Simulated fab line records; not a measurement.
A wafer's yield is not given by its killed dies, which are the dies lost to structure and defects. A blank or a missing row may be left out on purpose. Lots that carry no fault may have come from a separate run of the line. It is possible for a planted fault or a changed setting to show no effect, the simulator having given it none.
The tool behind it: which one? -- flow nand harc -- Sampling: 13 lots, 36 wafers, 6 of 1302 route steps

## WHAT EACH GAUGE READ, for each wafer
NHARC_A_CHANNEL_FILL_D1_INSPECT_13. Usual: raw defect count at 321, with a standard deviation of 100.
lot,measured,on,raw defect count,flag
L529,day 12 02:12,defect inspect-02,222 331 209,
L530,day 12 02:10,defect inspect-02,338 281 358,
L532,day 12 22:23,defect inspect-02,402 267 223,
L533,day 13 12:21,defect inspect-02,223 430 312,
L534,day 13 23:23,defect inspect-01,307 462 534,
L538,day 15 03:28,defect inspect-02,173 155 454,
L537,day 15 03:28,defect inspect-01,262 414 300,
L541,day 16 16:28,defect inspect-02,188 254 251,
L540,day 16 20:06,defect inspect-02,597 331 319,
L543,day 17 09:05,defect inspect-01,447 330,
L544,day 17 21:49,defect inspect-01,352 319,
L546,day 18 19:14,defect inspect-01,198 248,
L550,day 20 11:34,defect inspect-02,396 235 177,

NHARC_A_ONON_D2_THK_MEAS_24: measures by ellipsometry. Usual: thk nm at 1001 nm, with a standard deviation of 9.3.
lot,measured,on,thk nm (nm),flag
L529,day 13 22:17,film metro-02,1012 1013 1011,
L530,day 13 22:24,film metro-01,982 982 981,
L532,day 15 17:36,film metro-02,1005 1006 1005,
L533,day 15 17:36,film metro-01,1009 1010 1009,
L534,day 15 17:34,film metro-02,1009 1008 1010,
L538,day 17 05:16,film metro-02,998 999 999,
L537,day 17 05:24,film metro-02,1006 1008 1006,
L541,day 18 16:04,film metro-01,993 991 992,
L540,day 18 16:05,film metro-01,993 993 993,
L543,day 19 12:32,film metro-02,1200 986,OFF
L544,day 19 21:28,film metro-02,1225 1009,OFF
L546,day 20 17:35,film metro-01,1206 993,OFF
L550,day 22 11:55,film metro-02,989 990 988,

NHARC_END_SORT_01. Usual: killed at array 62, standard deviation 22; killed at other 1.0, standard deviation 1.4; killed at periphery 4.2, standard deviation 2.8; killed dies 67, standard deviation 23; killed open 3.1, standard deviation 1.7; killed short 2.1, standard deviation 1.5.
lot,measured,on,killed at array,killed at other,killed at periphery,killed dies,killed open,killed short,flag
L543,day 30 23:14,prober-02,664 45,2 1,11 3,677 49,2 5,4 2,OFF
L544,day 31 14:49,prober-01,676 32,0 0,1 1,677 33,4 2,2 1,OFF
L546,day 33 07:31,prober-02,673 66,1 8,3 3,677 77,3 5,2 5,OFF

## TOOL THAT RAN EACH LOT (tool first, then ch and the chambers of the sampled wafers, then the start)
lot,NHARC_A_CHANNEL_FILL_D1_ETCHBACK_19,NHARC_A_DECK1_JOINT_ETCHBACK_00,NHARC_A_ONON_D2_DEP_22
L529,"rie si-05 ch 1,2, day 11 02:23","rie si-03 ch 0,1, day 12 12:55","pecvd onon-01 ch 0, day 13 21:50"
L530,"rie si-01 ch 0,1,2, day 11 02:23","rie si-02 ch 1,2,3, day 12 12:55","pecvd onon-04 ch 0, day 13 21:53"
L532,"rie si-05 ch 1,2,3, day 11 22:31","rie si-03 ch 0,1, day 14 08:08","pecvd onon-04 ch 0, day 15 17:09"
L533,"rie si-01 ch 0,1, day 12 12:11","rie si-02 ch 0,1,3, day 14 08:07","pecvd onon-02 ch 0, day 15 17:05"
L534,"rie si-05 ch 0,1,3, day 12 22:22","rie si-04 ch 1, day 14 10:59","pecvd onon-01 ch 0, day 15 17:04"
L538,"rie si-05 ch 1,2, day 14 03:40","rie si-03 ch 1,2,3, day 15 15:46","pecvd onon-02 ch 0, day 17 04:53"
L537,"rie si-06 ch 1,3, day 14 03:40","rie si-04 ch 0,1,2, day 15 15:44","pecvd onon-04 ch 0, day 17 04:57"
L541,"rie si-06 ch 0,2,3, day 15 16:56","rie si-03 ch 1,2,3, day 17 07:59","pecvd onon-01 ch 0, day 18 15:34"
L540,"rie si-06 ch 1,3, day 15 20:05","rie si-04 ch 0,3, day 17 07:59","pecvd onon-04 ch 0, day 18 15:38"
L543,"rie si-01 ch 1,3, day 16 08:31","rie si-04 ch 0,1, day 17 19:49","pecvd onon-04 ch 0, day 19 12:09"
L544,"rie si-01 ch 1,2, day 16 21:54","rie si-03 ch 0,1, day 18 08:32","pecvd onon-04 ch 0, day 19 21:11"
L546,"rie si-05 ch 3, day 17 22:28","rie si-02 ch 2, day 19 06:01","pecvd onon-04 ch 0, day 20 17:11"
L550,"rie si-06 ch 1,2,3, day 19 09:52","rie si-03 ch 1,2,3, day 20 22:17","pecvd onon-02 ch 0, day 22 11:27"
- NHARC_A_CHANNEL_FILL_D1_ETCHBACK_19: etches the open film in HBr/Cl2, target depth 5 nm, time 1.7 s.
- NHARC_A_DECK1_JOINT_ETCHBACK_00: etches the open film in HBr, target depth 30 nm, time 17.4 s.
- NHARC_A_ONON_D2_DEP_22: target thk 1000 nm.

## WHAT THE TOOLS THEMSELVES READ (means of the sampled wafers that have a number; where no wafer has one, the mark that the record gives instead)
NHARC_A_CHANNEL_FILL_D1_ETCHBACK_19. Usual: drypump motor current A 5.8 A, standard deviation 0.47; oes product au 1.000 a.u., standard deviation 0.012; throttle valve pct 26.406 %, standard deviation 0.01.
lot,tool,drypump motor current A (A),oes product au (a.u.),throttle valve pct (%),flag
L529,rie si-05,5.9,1.011,26.398,
L530,rie si-01,6.0,0.996,26.408,
L532,rie si-05,5.9,1.004,26.392,
L533,rie si-01,6.1,0.994,26.405,
L534,rie si-05,5.9,0.993,26.414,
L538,rie si-05,6.4,1.017,26.410,
L537,rie si-06,5.8,0.990,26.413,
L541,rie si-06,6.0,0.990,26.410,
L540,rie si-06,5.8,0.990,26.401,
L543,rie si-01,6.0,1.000,26.419,
L544,rie si-01,6.0,1.000,26.422,
L546,rie si-05,5.6,1.007,26.410,
L550,rie si-06,5.6,0.996,26.395,

NHARC_A_DECK1_JOINT_ETCHBACK_00. Usual: drypump motor current A 5.9 A, standard deviation 0.44; oes product au 0.998 a.u., standard deviation 0.0096; throttle valve pct 23.266 %, standard deviation 0.0091.
lot,tool,drypump motor current A (A),oes product au (a.u.),throttle valve pct (%),flag
L529,rie si-03,6.4,0.999,23.269,
L530,rie si-02,5.7,0.995,23.254,
L532,rie si-03,6.3,1.000,23.271,
L533,rie si-02,5.3,1.000,23.260,
L534,rie si-04,5.3,0.994,23.272,
L538,rie si-03,5.9,1.000,23.262,
L537,rie si-04,6.1,1.008,23.269,
L541,rie si-03,5.9,1.004,23.274,
L540,rie si-04,6.1,1.004,23.264,
L543,rie si-04,5.8,1.007,23.270,
L544,rie si-03,6.2,1.007,23.257,
L546,rie si-02,6.2,0.998,23.271,
L550,rie si-03,5.9,0.998,23.266,

NHARC_A_ONON_D2_DEP_22. Usual: n2 flow sccm 2751 sccm, standard deviation 8; sih4 flow sccm 210.0 sccm, standard deviation 0.7.
lot,tool,n2 flow sccm (sccm),sih4 flow sccm (sccm),flag
L529,pecvd onon-01,2757,210.4,
L530,pecvd onon-04,2744,209.7,
L532,pecvd onon-04,2756,209.8,
L533,pecvd onon-02,2747,210.5,
L534,pecvd onon-01,2753,208.8,
L538,pecvd onon-02,2751,210.4,
L537,pecvd onon-04,2755,209.8,
L541,pecvd onon-01,2755,210.3,
L540,pecvd onon-04,2749,211.3,
L543,pecvd onon-04,2752,209.2,
L544,pecvd onon-04,2758,209.6,
L546,pecvd onon-04,2746,211.2,
L550,pecvd onon-02,2744,210.3,

## THE ANSWER, worked out from the rows above alone
Rule: lot off if the mean of its wafers having a number is beyond 3 standard deviations from the usual mean. A lot without any number at a reading at which 4 lots or more have one is off too. All remaining lots with rows at the step are treated as sound. Order of review: gauges by route order, followed by the tools' own readings, for which a lot's mean as printed above is used. At the first step where some lot is off, the reading lying furthest off is the one used; lots without a number count as furthest.
Off at NHARC_A_ONON_D2_THK_MEAS_24 (thk nm): L543, L544, L546.
A tool fits if, at a process step before that reading, it ran every lot that is off, and no sound lot after the first of them. Not tried: the gauges at NHARC_A_ONON_D2_THK_MEAS_24; whatever is off there is also off at NHARC_END_SORT_01, on other tools, and gauge error can't account for it. One fits: pecvd onon-04 at NHARC_A_ONON_D2_DEP_22. A fault onset in the window from L540 (day 18 15:38, its last sound lot) to L543 (day 19 12:09, its first lot off) fits.

## WHAT THE SIMULATOR HAD PUT IN
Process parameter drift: pecvd onon-04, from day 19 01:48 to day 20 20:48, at NHARC_A_ONON_D2_DEP_22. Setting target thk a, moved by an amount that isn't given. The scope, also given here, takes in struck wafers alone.
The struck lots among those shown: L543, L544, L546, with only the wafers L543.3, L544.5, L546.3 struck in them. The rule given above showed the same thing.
